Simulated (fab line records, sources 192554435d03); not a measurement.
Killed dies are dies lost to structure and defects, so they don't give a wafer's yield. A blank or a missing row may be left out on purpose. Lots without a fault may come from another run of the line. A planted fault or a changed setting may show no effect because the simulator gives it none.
A struck lot beside a sound one | flow n5_finfet | 42 steps out of a route of 1938
Sound: wafers L943.1, L943.5, L943.6. Struck: wafers L941.3, L941.4, L941.6. The cause comes at the end.
At each step with rows: each side's tool, then ch and its chambers, then its first start. Under that, the readings that differ: sound wafers | struck wafers | difference of the means | sigmas: that difference in standard deviations of wafers without a fault.
alike: readings whose means differ by less than 2 such deviations, and words and numbers that are the same on both sides. not compared: withheld readings, readings that some wafer has no value for, bounds like >300 that may hide the same value, and numbers for which the record gives no deviation and whose values overlap.
The two part at a step that has a row with sigmas, a row that says differs or no value, or rows on one side only. Numbers that don't overlap but have no deviation are shown without sigmas and don't part them. A reading that every wafer of one side lacks parts them only if that side has two wafers or more.

first, 11 steps without rows for these wafers: N5_BEOL_M4_DESCUM_33 (chemistry O2, time 7 s); N5_BEOL_M4_ETCH_77 (etches underlayer in N2/H2, target depth 6.5 nm, time 5.2 s); N5_BEOL_M4_ETCH_69 (etches SiARC in CF4, target depth 15.6 nm, time 26 s); N5_BEOL_M4_ALD_98 (deposits SiO2, target thk 2.5 nm, pulse time 1 s, co reactant pulse time 1 s); N5_BEOL_M4_ETCHBACK_99 (etches SiO2 in CHF3, target depth 5 nm, time 10.4 s); N5_BEOL_M4_ETCH_70 (etches SOC in N2/H2, target depth 80 nm, overetch 24 nm, time 130 s); N5_BEOL_M4_STRIP_71 (strips in N2/H2); N5_BEOL_M4_STRIP_78 (strips in N2/H2); N5_BEOL_M4_VIA_ETCH_34 (etches the open film in C4F6/O2, target depth 69.4 nm, time 65.9 s); N5_BEOL_M4_STRIP_83 (strips in C4F6/O2); N5_BEOL_M4_STRIP_36 (strips in N2/H2).
N5_BEOL_M4_TRENCH_ETCH_37: etches SiOC in C4F6/O2, target depth 55.555 nm, time 29.2 s.
  sound on rie_diel-03 ch 1,2,3, day 12 19:55; struck on rie_diel-06 ch 0,1, day 12 01:46
  reading                             | sound             | struck            | difference | sigmas
  bias_w (W)                          | 185.9 184.7 185.6 | 163.0 161.7 162.7 | -22.9      | -43
  rf_vpp_V (V)                        | 669 671 664       | 587 611 613       | -64        | -8
  model.etch.depth_nm (nm)            | 54.34 56.14 54.2  | 52.54 52.96 53.11 | -2.02      |
  model.BEOL_M4.feature_depth_nm (nm) | 54.4 56.2 54.2    | 52.6 53 53.2      | -2.0       |
  alike: drypump_motor_current_A, oes_product_au, showerhead_plenum_p_Torr, throttle_valve_pct
  not compared: rf_hours_counter_h
then, 27 steps without rows for these wafers: N5_BEOL_M4_ETCH_41 (etches SiCN in CH3F/O2, target depth 29.9 nm, time 52.5 s); N5_BEOL_M4_STRIP_97 (strips in N2/H2, time 10 s); N5_BEOL_M4_HM_STRIP_39 (strips TiN in peroxide tin strip, target depth 25 nm, time 158 s); N5_BEOL_M4_SRD_40 (time 30 s); N5_BEOL_M4_PRECLEAN_42 (cleans in residue remover, time 60 s); N5_BEOL_M4_SRD_43 (time 30 s); N5_BEOL_M4_DEGAS_44 (time 60 s); N5_BEOL_M4_PRE_CLEAN_45 (time 30 s); N5_BEOL_M4_ALD_84 (deposits TaN, pulse time 2 s, purge time 3 s, co reactant purge time 2 s); N5_BEOL_M4_SURFACE_TREAT_85; N5_BEOL_M4_CVD_47 (deposits Co from CCTBA/H2, target thk 3 nm, time 223.8 s); N5_BEOL_M4_SPUTTER_48 (material Cu, target thk 4.5 nm, time 8.29 s); N5_BEOL_M4_ANNEAL_49 (time 240 s); N5_BEOL_M4_SPUTTER_79 (material Cu, target thk 4.5 nm, time 8.29 s); N5_BEOL_M4_ANNEAL_80 (time 240 s); N5_BEOL_M4_SPUTTER_81 (material Cu, target thk 4.5 nm, time 8.29 s); N5_BEOL_M4_ANNEAL_82 (time 240 s); N5_BEOL_M4_SPUTTER_86 (material Cu, target thk 4.5 nm, time 8.29 s); N5_BEOL_M4_ANNEAL_87 (time 240 s); N5_BEOL_M4_SPUTTER_88 (material Cu, target thk 4.5 nm, time 8.29 s); N5_BEOL_M4_ANNEAL_89 (time 240 s); N5_BEOL_M4_SPUTTER_90 (material Cu, target thk 4.5 nm, time 8.29 s); N5_BEOL_M4_ANNEAL_91 (time 240 s); N5_BEOL_M4_SPUTTER_92 (material Cu, target thk 4.5 nm, time 8.29 s); N5_BEOL_M4_ANNEAL_93 (time 240 s); N5_BEOL_M4_SPUTTER_94 (material Cu, target thk 4.5 nm, time 8.29 s); N5_BEOL_M4_ANNEAL_95 (time 240 s).
N5_BEOL_M4_CMP_52: polishes, stops on SiOC, t overpolish 6.8 s, target thk 40 nm.
  sound on cmp-04 ch 0,3, day 12 23:22; struck on cmp-03 ch 2,3, day 12 05:35
  reading                                | sound          | struck       | difference | sigmas
  model.Cu_of_BEOL_M4_ECD_50.thk_nm (nm) | 39.4 40.2 40.2 | 35.6 36.8 36 | -3.8       |
  alike: barrier_field_endpoint_s, clearing_platen_rpm, head_pressure_psi, motor_current_A, overpolish_run_s, slurry_filter_dp_kPa, time_to_endpoint_s
N5_BEOL_M4_RC_MEAS_101:
  sound on prober-02 ch 0, day 12 23:56; struck on prober-02 ch 0, day 12 06:36
  alike: DIBL_N, DIBL_P, IOFF_N, IOFF_P, ION_N, ION_P, SS_N, SS_P, VT_N, VT_P
-- the record jumps here: 4 days lie between the struck wafers' starts before and after (it left off in module BEOL_M4 and takes up again in module PASSIVATION, whose first step shown is number 1936 of the route) --
N5_PASSIVATION_PROBE_49:
  sound on prober-01, day 17 02:52; struck on prober-02, day 16 14:45
  alike: defect_limited_yield, killed_at_M0_to_M3, killed_at_M4_up, killed_at_contacts, killed_at_front_end, killed_at_other, killed_dies, killed_open, killed_short, sort_bin_5_function, sort_bin_6_memory, sort_bin_8_speed, sort_n_pass, sort_yield_pct

WHERE THEY PART
Only at N5_BEOL_M4_TRENCH_ETCH_37, within this record. Later steps at which nothing parts them and some readings are alike: N5_BEOL_M4_CMP_52, N5_BEOL_M4_RC_MEAS_101, N5_PASSIVATION_PROBE_49.

WHY: what the simulator had put in
Process parameter drift: rie_diel-06, from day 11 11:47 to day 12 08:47, at N5_BEOL_M4_TRENCH_ETCH_37. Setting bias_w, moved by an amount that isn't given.
